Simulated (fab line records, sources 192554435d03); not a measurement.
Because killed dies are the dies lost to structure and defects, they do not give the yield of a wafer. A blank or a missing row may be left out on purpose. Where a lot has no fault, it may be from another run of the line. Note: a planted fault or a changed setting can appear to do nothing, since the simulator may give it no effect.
Lot-split experiment / flow n5-finfet / 7 lots, 21 wafers read, on a route of 1938 steps

== ON THE SPLIT ==
At N5_PASSIVATION_EXPOSE_07 (exposes mask TV, defocus 0 nm, target cd 3000 nm), the setting dose-mj was moved away from the recipe's 22.75 on 6 of the 21 wafers read, by -5.5% to +5.9%. All remaining wafers had this setting at the recipe value.

== FROM THE SPLIT TO THE READING: what the file shows between them, 3 steps ==
- N5_PASSIVATION_PEB_08
- N5_PASSIVATION_DEVELOP_09: develop time 60 s
- N5_PASSIVATION_HARDBAKE_11: time 120 s

== THE READING ==
Shown in nm: cd-nm at N5_PASSIVATION_CD_MEAS_10, with target cd 3000 nm. Typical for fault-free wafers on this fab line: 3000.9 nm, with standard deviation 2.1 nm.

wafer=L077.1; tool, chamber at the split=krf-scanner-01, 0; dose-mj as run=22.14; against the recipe=-2.7%; cd-nm, nm=2993.8; against lot-mates on the recipe=-7.2
wafer=L077.2; tool, chamber at the split=krf-scanner-01, 0; dose-mj as run=22.75; against the recipe=recipe; cd-nm, nm=3002.1; against lot-mates on the recipe=-
wafer=L077.6; tool, chamber at the split=krf-scanner-01, 0; dose-mj as run=22.75; against the recipe=recipe; cd-nm, nm=3000.0; against lot-mates on the recipe=-
wafer=L081.2; tool, chamber at the split=krf-scanner-02, 0; dose-mj as run=24.09; against the recipe=+5.9%; cd-nm, nm=3014.6; against lot-mates on the recipe=+13.1
wafer=L081.4; tool, chamber at the split=krf-scanner-02, 0; dose-mj as run=22.75; against the recipe=recipe; cd-nm, nm=3000.9; against lot-mates on the recipe=-
wafer=L081.5; tool, chamber at the split=krf-scanner-02, 0; dose-mj as run=22.75; against the recipe=recipe; cd-nm, nm=3002.1; against lot-mates on the recipe=-
wafer=L083.4; tool, chamber at the split=krf-scanner-01, 0; dose-mj as run=22.75; against the recipe=recipe; cd-nm, nm=3003.8; against lot-mates on the recipe=-
wafer=L083.5; tool, chamber at the split=krf-scanner-01, 0; dose-mj as run=22.75; against the recipe=recipe; cd-nm, nm=3003.2; against lot-mates on the recipe=-
wafer=L083.6; tool, chamber at the split=krf-scanner-01, 0; dose-mj as run=22.75; against the recipe=recipe; cd-nm, nm=2999.6; against lot-mates on the recipe=-
wafer=L084.1; tool, chamber at the split=krf-scanner-02, 0; dose-mj as run=22.75; against the recipe=recipe; cd-nm, nm=2999.7; against lot-mates on the recipe=-
wafer=L084.4; tool, chamber at the split=krf-scanner-02, 0; dose-mj as run=22.75; against the recipe=recipe; cd-nm, nm=2997.7; against lot-mates on the recipe=-
wafer=L084.6; tool, chamber at the split=krf-scanner-02, 0; dose-mj as run=22.75; against the recipe=recipe; cd-nm, nm=2999.9; against lot-mates on the recipe=-
wafer=L088.1; tool, chamber at the split=krf-scanner-02, 0; dose-mj as run=21.49; against the recipe=-5.5%; cd-nm, nm=2986.6; against lot-mates on the recipe=-13.4
wafer=L088.2; tool, chamber at the split=krf-scanner-02, 0; dose-mj as run=21.49; against the recipe=-5.5%; cd-nm, nm=2987.8; against lot-mates on the recipe=-12.2
wafer=L088.5; tool, chamber at the split=krf-scanner-02, 0; dose-mj as run=22.75; against the recipe=recipe; cd-nm, nm=3000.0; against lot-mates on the recipe=-
wafer=L090.2; tool, chamber at the split=krf-scanner-01, 0; dose-mj as run=22.75; against the recipe=recipe; cd-nm, nm=2999.4; against lot-mates on the recipe=-
wafer=L090.3; tool, chamber at the split=krf-scanner-01, 0; dose-mj as run=22.75; against the recipe=recipe; cd-nm, nm=2999.1; against lot-mates on the recipe=-
wafer=L090.6; tool, chamber at the split=krf-scanner-01, 0; dose-mj as run=22.75; against the recipe=recipe; cd-nm, nm=3003.7; against lot-mates on the recipe=-
wafer=L092.1; tool, chamber at the split=krf-scanner-01, 0; dose-mj as run=22.16; against the recipe=-2.6%; cd-nm, nm=2997.2; against lot-mates on the recipe=-6.9
wafer=L092.4; tool, chamber at the split=krf-scanner-01, 0; dose-mj as run=22.75; against the recipe=recipe; cd-nm, nm=3004.1; against lot-mates on the recipe=-
wafer=L092.5; tool, chamber at the split=krf-scanner-01, 0; dose-mj as run=22.16; against the recipe=-2.6%; cd-nm, nm=2993.8; against lot-mates on the recipe=-10.3

THE FIT
A straight line over all 21 wafers: cd-nm changes by +2.4 nm for each +1% of dose-mj; r = +0.95; the points scatter about the line by 1.8 nm.
The same after taking each lot's own level away (the mean of its wafers on the recipe; 21 wafers): +2.4 nm for each +1%; r = +0.96; scatter 1.6 nm.
According to that fit, moving dose-mj by its largest amount changes the reading by 14 nm.
The lots' own levels span 2999.10 to 3004.10 nm, that is 2.4 times the standard deviation above.
Consequently the slope shifts little with the lot-to-lot level, the two slopes agreeing.
Check: with one of the wafers moved furthest among these (+5.9%) left out of the fit, the line predicts +14.4 nm for it against its lot-mates. It came out at +13.1 nm against them.

== FURTHER SPLITS ON THESE WAFERS ==
These wafers also went through other splits before the reading. Each is held against what the fit with the lots' levels taken away leaves over:
other split on the same wafers=N5_BEOL_M13_ETCH_68 time-s; wafers away from the commonest value=9; r with cd-nm (lot level and that fit taken away)=-0.33
other split on the same wafers=N5_BEOL_M15_ILD_DEP_00 time-s; wafers away from the commonest value=8; r with cd-nm (lot level and that fit taken away)=-0.26
other split on the same wafers=N5_MIM_BOT_SPUTTER_00 time-s; wafers away from the commonest value=8; r with cd-nm (lot level and that fit taken away)=-0.03

== THE FILE'S OWN FIT ==
cd-nm changes by +2.4 nm for each +1% of dose-mj, r = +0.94.
